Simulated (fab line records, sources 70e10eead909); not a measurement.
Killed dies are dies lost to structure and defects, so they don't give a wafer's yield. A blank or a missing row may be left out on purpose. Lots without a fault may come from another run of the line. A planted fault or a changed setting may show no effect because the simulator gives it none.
A struck lot beside a sound one | flow nand_harc | 15 steps out of a route of 1302
Sound: wafers L407.2, L407.3, L407.6. Struck: wafers L418.1, L418.4, L418.5. The cause comes at the end.
At each step with rows: each side's tool, then ch and its chambers, then its first start. Under that, the readings that differ: sound wafers | struck wafers | difference of the means | sigmas: that difference in standard deviations of wafers without a fault.
alike: readings whose means differ by less than 2 such deviations, and words and numbers that are the same on both sides. not compared: withheld readings, readings that some wafer has no value for, bounds like >300 that may hide the same value, and numbers for which the record gives no deviation and whose values overlap.
The two part at a step that has a row with sigmas, a row that says differs or no value, or rows on one side only. Numbers that don't overlap but have no deviation are shown without sigmas and don't part them. A reading that every wafer of one side lacks parts them only if that side has two wafers or more.

NHARC_A_STAIRCASE_ETCH_253: etches the open film in C4F8/O2, target depth 50 nm, time 20.2 s.
  sound on rie_diel-13 ch 2,3, day 17 10:36; struck on rie_diel-13 ch 0,1, day 21 15:05
  alike: chamber_pressure_mTorr, oes_product_au, rf_vpp_V
  not compared: rf_hours_counter_h
NHARC_A_STAIRCASE_STRIP_254: strips in O2.
  sound on plasma_asher-02 ch 0,1, day 17 10:41; struck on plasma_asher-02 ch 0, day 21 15:11
  alike: drypump_motor_current_A, heater_power_w
  not compared: rf_hours_counter_h
then, 3 steps without rows for these wafers: NHARC_A_STAIRCASE_STRIP_255 (strips in SPM, time 900 s); NHARC_A_STAIRCASE_PRECLEAN_256 (cleans in SC1); NHARC_A_STAIRCASE_SRD_257.
NHARC_A_STAIRCASE_HM_DEP_456: deposits aC, target thk 3100 nm.
  sound on acl_dep-03 ch 0, day 17 11:59; struck on acl_dep-01 ch 0, day 21 18:01
  alike: throttle_valve_pct
NHARC_A_STAIRCASE_DEP_259: deposits SiON, target thk 30 nm.
  sound on pecvd-02 ch 1,2, day 17 13:35; struck on pecvd-02 ch 0,1, day 21 19:52
  alike: heater_power_w
then, 5 steps without rows for these wafers: NHARC_A_STAIRCASE_DEHYDRATE_260 (time 120 s); NHARC_A_STAIRCASE_HMDS_261 (time 30 s); NHARC_A_STAIRCASE_COAT_262; NHARC_A_STAIRCASE_SOFTBAKE_263 (time 170 s); NHARC_A_STAIRCASE_EBR_264.
NHARC_A_STAIRCASE_EXPOSE_265: exposes mask CHOP 200.
  sound on krf_scanner-04 ch 0, day 17 14:11; struck on krf_scanner-04 ch 0, day 21 20:28
  reading              | sound                | struck               | difference | sigmas
  exposure_dose_mJ_cm2 | 25.006 25.082 25.030 | 32.725 32.721 32.736 | +7.688     | +99 or more
  alike: mask, focus_offset_nm
then, 1 step without rows for these wafers: NHARC_A_STAIRCASE_PEB_266 (peb time 130 s).
-- the record jumps here: 8 days lie between the struck wafers' starts before and after (it left off in module A_STAIRCASE and takes up again in module END, whose first step shown is number 1302 of the route) --
NHARC_END_SORT_01:
  the record has rows for the struck wafers here (prober-02 ch 0, day 30 05:08) and none for the sound ones

WHERE THEY PART
First at NHARC_A_STAIRCASE_EXPOSE_265; last, within this record, at NHARC_END_SORT_01.

WHY: what the simulator had put in
Process parameter drift: krf_scanner-04, from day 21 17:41 on, at NHARC_A_STAIRCASE_EXPOSE_265. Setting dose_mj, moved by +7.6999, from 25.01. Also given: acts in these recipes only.
